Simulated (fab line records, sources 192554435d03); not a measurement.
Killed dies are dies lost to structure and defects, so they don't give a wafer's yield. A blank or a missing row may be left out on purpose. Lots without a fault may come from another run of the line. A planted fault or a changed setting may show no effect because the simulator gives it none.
Which tool did it? | flow n5_finfet | 9 lots, 27 wafers sampled, at 6 steps of a route of 1938

WHAT THE GAUGES READ, wafer by wafer
N5_BEOL_M1_CD_MEAS_28: target cd y 23.3 nm.
lot  | measured     | on        | cd_nm (nm)
L862 | day 6 18:56  | cd_sem-02 | 24.22 24.69 23.89
L861 | day 6 20:36  | cd_sem-02 | 23.78 23.88 23.65
L864 | day 7 03:23  | cd_sem-03 | 23.83 23.64 24.09
L870 | day 8 05:49  | cd_sem-01 | 24.60 25.02 24.43
L871 | day 8 09:00  | cd_sem-01 | 24.62 24.88 24.62
L874 | day 9 08:49  | cd_sem-01 | 24.25 23.94 23.93
L879 | day 10 14:29 | cd_sem-02 | 24.04 23.65 24.28
L882 | day 11 10:44 | cd_sem-02 | 24.11 23.57 23.68
L884 | day 11 23:07 | cd_sem-02 | 23.90 23.53 23.92

N5_BEOL_M4_RC_MEAS_101.
lot  | measured     | on        | DIBL_N (mV/V)  | DIBL_P (mV/V)  | IOFF_N (nA/um)    | IOFF_P (nA/um) | ION_N (uA/um) | ION_P (uA/um) | SS_N (mV/dec)  | SS_P (mV/dec)  | VT_N (mV)         | VT_P (mV)
L862 | day 9 05:26  | prober-01 | 35.0 38.3 39.0 | 33.2 38.5 38.7 | 0.116 0.186 0.196 | 0.17 0.26 0.26 | 670 688 700   | 455 474 477   | 71.2 72.9 72.4 | 73.0 73.9 73.9 | 252.2 245.6 245.2 | -252 -247 -246
L861 | day 9 00:48  | prober-02 | 37.5 34.2 36.4 | 37.4 33.4 35.8 | 0.178 0.133 0.157 | 0.29 0.23 0.26 | 673 672 666   | 469 475 468   | 71.7 70.0 71.2 | 73.6 73.3 73.5 | 248.0 251.1 253.0 | -242 -245 -243
L864 | day 11 04:26 | prober-02 | 32.7 35.9 36.7 | 32.2 34.8 36.0 | 0.103 0.140 0.152 | 0.16 0.19 0.20 | 668 672 678   | 463 457 458   | 70.7 70.7 70.6 | 72.2 73.0 73.6 | 255.7 251.5 250.0 | -256 -255 -251
L870 | day 12 18:04 | prober-02 | 35.3 37.6 35.9 | 34.8 36.5 35.5 | 0.139 0.168 0.142 | 0.19 0.21 0.19 | 680 674 670   | 463 459 453   | 71.2 72.3 71.2 | 73.5 73.3 73.5 | 248.6 250.2 251.0 | -253 -250 -254
L871 | day 13 03:38 | prober-02 | 38.4 36.0 37.1 | 38.3 35.2 35.5 | 0.186 0.135 0.162 | 0.21 0.17 0.18 | 689 667 677   | 457 452 456   | 71.5 71.5 71.9 | 73.9 73.1 73.5 | 247.5 250.2 250.1 | -252 -253 -255
L874 | day 13 08:44 | prober-02 | 33.4 36.1 36.1 | 33.4 36.3 36.0 | 0.116 0.161 0.152 | 0.18 0.22 0.21 | 651 667 667   | 457 461 459   | 70.2 71.7 72.3 | 72.5 73.4 72.6 | 254.3 250.3 252.9 | -250 -248 -251
L879 | day 15 03:25 | prober-02 | 37.2 39.3 36.8 | 37.0 38.5 36.7 | 0.177 0.221 0.175 | 0.23 0.26 0.24 | 681 682 687   | 468 466 474   | 71.8 72.9 70.9 | 73.7 73.6 74.0 | 250.5 246.6 247.1 | -249 -246 -248
L882 | day 15 06:41 | prober-02 | 37.4 37.1 34.3 | 39.0 37.7 34.6 | 0.203 0.182 0.134 | 0.29 0.27 0.21 | 690 676 668   | 476 471 466   | 71.6 71.2 70.7 | 74.1 73.0 72.8 | 243.0 246.8 252.2 | -243 -244 -243
L884 | day 15 11:02 | prober-02 | 36.1 35.9 37.9 | 36.9 34.8 39.6 | 0.145 0.148 0.192 | 0.21 0.19 0.25 | 660 662 697   | 455 456 471   | 71.4 71.4 72.3 | 73.0 72.7 73.9 | 253.2 252.0 247.7 | -253 -252 -249

WHICH TOOL RAN EACH LOT (tool, then ch and the chambers of the sampled wafers, then the start)
lot  | N5_BEOL_M0_ANNEAL_119            | N5_BEOL_M1_EXPOSE_25              | N5_BEOL_M1_ETCHBACK_99             | N5_BEOL_M1_VIA_ETCH_34
L862 | rtp_anneal-02 ch 0, day 6 14:11  | euv_scanner-01 ch 0, day 6 18:47  | rie_diel-02 ch 1,2,3, day 7 00:21  | rie_diel-02 ch 1,2,3, day 7 00:29
L861 | rtp_anneal-02 ch 0, day 6 16:07  | euv_scanner-01 ch 0, day 6 20:28  | rie_diel-06 ch 0,1, day 7 00:36    | rie_diel-06 ch 0,1, day 7 00:44
L864 | rtp_anneal-01 ch 0, day 7 01:05  | euv_scanner-01 ch 0, day 7 03:16  | rie_diel-06 ch 0,2,3, day 7 06:07  | rie_diel-06 ch 0,2,3, day 7 06:16
L870 | rtp_anneal-02 ch 0, day 8 03:00  | euv_scanner-01 ch 0, day 8 05:41  | rie_diel-04 ch 0,1, day 9 03:55    | rie_diel-04 ch 0,1, day 9 04:03
L871 | rtp_anneal-01 ch 0, day 8 06:31  | euv_scanner-01 ch 0, day 8 08:51  | rie_diel-02 ch 0,2,3, day 9 17:14  | rie_diel-02 ch 0,2,3, day 9 17:23
L874 | rtp_anneal-02 ch 0, day 9 04:11  | euv_scanner-02 ch 0, day 9 08:40  | rie_diel-04 ch 0,1,3, day 10 09:50 | rie_diel-04 ch 0,1,3, day 10 09:59
L879 | rtp_anneal-02 ch 0, day 10 08:35 | euv_scanner-02 ch 0, day 10 14:20 | rie_diel-02 ch 0,1,3, day 10 21:59 | rie_diel-02 ch 0,1,3, day 10 22:08
L882 | rtp_anneal-02 ch 0, day 11 06:34 | euv_scanner-02 ch 0, day 11 10:36 | rie_diel-06 ch 0,1, day 11 15:22   | rie_diel-06 ch 0,1, day 11 15:30
L884 | rtp_anneal-02 ch 0, day 11 18:55 | euv_scanner-02 ch 0, day 11 22:58 | rie_diel-04 ch 0,2,3, day 12 11:09 | rie_diel-04 ch 0,2,3, day 12 11:17
- N5_BEOL_M0_ANNEAL_119: time 90 s.
- N5_BEOL_M1_EXPOSE_25: exposes mask V0, defocus 5 nm, target cd 24 nm.
- N5_BEOL_M1_ETCHBACK_99: etches SiO2 in CHF3, target depth 5 nm, time 10.4 s.
- N5_BEOL_M1_VIA_ETCH_34: etches the open film in C4F6/O2, target depth 67.8 nm, time 64.4 s.

WHAT THE TOOLS THEMSELVES READ (means of the sampled wafers that have a number; where no wafer has one, the mark that the record gives instead)
N5_BEOL_M0_ANNEAL_119.
lot  | tool          | wafer_temp_C_max
L862 | rtp_anneal-02 | 225.90
L861 | rtp_anneal-02 | 225.58
L864 | rtp_anneal-01 | 226.23
L870 | rtp_anneal-02 | 226.08
L871 | rtp_anneal-01 | 225.86
L874 | rtp_anneal-02 | 225.80
L879 | rtp_anneal-02 | 226.21
L882 | rtp_anneal-02 | 225.63
L884 | rtp_anneal-02 | 225.94

N5_BEOL_M1_EXPOSE_25.
lot  | tool           | exposure_dose_mJ_cm2
L862 | euv_scanner-01 | 62.95
L861 | euv_scanner-01 | 63.06
L864 | euv_scanner-01 | 63.00
L870 | euv_scanner-01 | 65.59
L871 | euv_scanner-01 | 65.81
L874 | euv_scanner-02 | 63.05
L879 | euv_scanner-02 | 63.04
L882 | euv_scanner-02 | 62.95
L884 | euv_scanner-02 | 63.04

N5_BEOL_M1_ETCHBACK_99.
lot  | tool        | drypump_motor_current_A (A) | oes_product_au (a.u.) | rf_vpp_V (V) | showerhead_plenum_p_Torr (Torr) | throttle_valve_pct (%)
L862 | rie_diel-02 | 5.7                         | 0.72                  | 242          | 2.10                            | 17.02
L861 | rie_diel-06 | 5.2                         | 0.85                  | 245          | 2.10                            | 16.86
L864 | rie_diel-06 | 5.2                         | 0.78                  | 245          | 2.13                            | 17.10
L870 | rie_diel-04 | 6.1                         | 0.78                  | 234          | 2.07                            | 17.15
L871 | rie_diel-02 | 5.6                         | 0.79                  | 242          | 2.14                            | 17.08
L874 | rie_diel-04 | 5.9                         | 0.76                  | 234          | 2.09                            | 17.12
L879 | rie_diel-02 | 5.7                         | 0.78                  | 240          | 2.11                            | 17.01
L882 | rie_diel-06 | 5.4                         | 0.77                  | 243          | 2.07                            | 17.02
L884 | rie_diel-04 | 5.6                         | 0.76                  | 238          | 2.15                            | 17.09

N5_BEOL_M1_VIA_ETCH_34.
lot  | tool        | drypump_motor_current_A (A) | oes_product_au (a.u.) | rf_vpp_V (V) | showerhead_plenum_p_Torr (Torr) | throttle_valve_pct (%)
L862 | rie_diel-02 | 5.7                         | 0.72                  | 667          | 2.77                            | 30.59
L861 | rie_diel-06 | 5.2                         | 0.84                  | 676          | 2.77                            | 30.65
L864 | rie_diel-06 | 5.2                         | 0.78                  | 676          | 2.82                            | 30.80
L870 | rie_diel-04 | 6.1                         | 0.77                  | 649          | 2.75                            | 30.98
L871 | rie_diel-02 | 5.5                         | 0.79                  | 670          | 2.83                            | 30.67
L874 | rie_diel-04 | 5.9                         | 0.76                  | 650          | 2.76                            | 30.84
L879 | rie_diel-02 | 5.7                         | 0.78                  | 661          | 2.79                            | 30.62
L882 | rie_diel-06 | 5.4                         | 0.77                  | 672          | 2.75                            | 30.78
L884 | rie_diel-04 | 5.6                         | 0.75                  | 659          | 2.84                            | 30.78

THE ANSWER, worked out from the rows above alone
Rule: what is usual is taken from the lots themselves. Put in order of their means at a reading, lots are off if they are a third of the lots or fewer, leave a main group of 4 or more, and stand apart from it by a gap of 3 or more times the standard deviation of the main group's means; of several such gaps the widest counts. A main group whose means are all the same, to the digits that the tables above print for the reading, isn't used. A lot without any number at a reading at which 4 lots or more have one is off too. The other lots that the step has rows for count as sound. The gauges are gone through in route order, then the tools' own readings, and for those a lot's mean is taken as printed above. The first step at which some lot is off is used, and at that step the reading that is off furthest; a lot without a number counts as furthest.
Off: L870, L871, at N5_BEOL_M1_EXPOSE_25 (exposure_dose_mJ_cm2). The main group: mean 63.01, standard deviation 0.043.
A tool fits if, at that step or a process step before it, it ran every lot that is off, and no sound lot after the first of them. One fits: euv_scanner-01 at N5_BEOL_M1_EXPOSE_25. Its last sound lot is L864 (day 7 03:16), its first lot that is off L870 (day 8 05:41): a fault that began between those two fits.
The tool's own readings at N5_BEOL_M1_EXPOSE_25 bear it out: on the lots that are off they differ by more than 5 times the standard deviation of the sound lots' means. exposure_dose_mJ_cm2 reads 65.70 there against 63.01 on the sound lots.

WHAT THE SIMULATOR HAD PUT IN
Process parameter drift: euv_scanner-01, from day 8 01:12 on, at N5_BEOL_M1_EXPOSE_25. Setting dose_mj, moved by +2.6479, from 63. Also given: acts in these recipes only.
Lots struck among those shown: L870, L871. The rule above found the same.
